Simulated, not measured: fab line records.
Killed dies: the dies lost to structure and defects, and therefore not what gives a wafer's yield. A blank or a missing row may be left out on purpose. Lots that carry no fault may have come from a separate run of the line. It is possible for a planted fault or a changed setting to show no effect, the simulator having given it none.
Chamber matching	flow nand_harc	cmp-04 running NHARC_P_BONDPAD_CMP_32: 4 sister chambers
The step polishes SiCN, target thk 200 nm. 8 wafers are shown with their chamber, then 9 later ones without.

## WAFERS WITH THEIR CHAMBER
wafer	chamber	motor_current_A (A)
L078.3	0	11.6
L083.6	1	13.6
L084.2	3	11.1
L084.3	1	13.3
L084.4	2	14.1
L084.1	0	11.7
L084.5	3	12.0
L084.6	2	14.1

## WAFERS WITHOUT THEIR CHAMBER
wafer	motor_current_A (A)
L087.1	12.1
L087.5	14.0
L087.6	13.6
L086.2	13.2
L086.4	11.9
L086.6	14.3
L089.2	14.4
L089.3	13.2
L089.5	11.9

## EACH ONE'S CHAMBER
wafer	from the rows above	in truth
L087.1	can't be placed: 0 or 3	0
L087.5	can't be placed: 2 or 1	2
L087.6	can't be placed: 1 or 2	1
L086.2	can't be placed: 1 or 2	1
L086.4	can't be placed: 0 or 3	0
L086.6	can't be placed: 2 or 1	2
L089.2	can't be placed: 2 or 1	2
L089.3	can't be placed: 1 or 2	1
L089.5	can't be placed: 0 or 3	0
Correct placement for 0 of the 9. From these rows, 9 cannot be placed; in 9 the true chamber is one of the candidates. 0 placed wrongly.
How it was worked out, from the rows above alone: a wafer's distance from a chamber is the root of the sum, over the readings, of the square of ((its reading less the chamber's mean) divided by the reading's scatter). The wafer belongs to the nearest chamber; if the next one is less than 2 further off, it can't be placed. Each chamber's mean is taken over the wafers shown for it. The scatter is the square root of a quotient: the sum, over the shown wafers, of each reading's squared deviation from its chamber's mean, divided by wafers minus chambers.
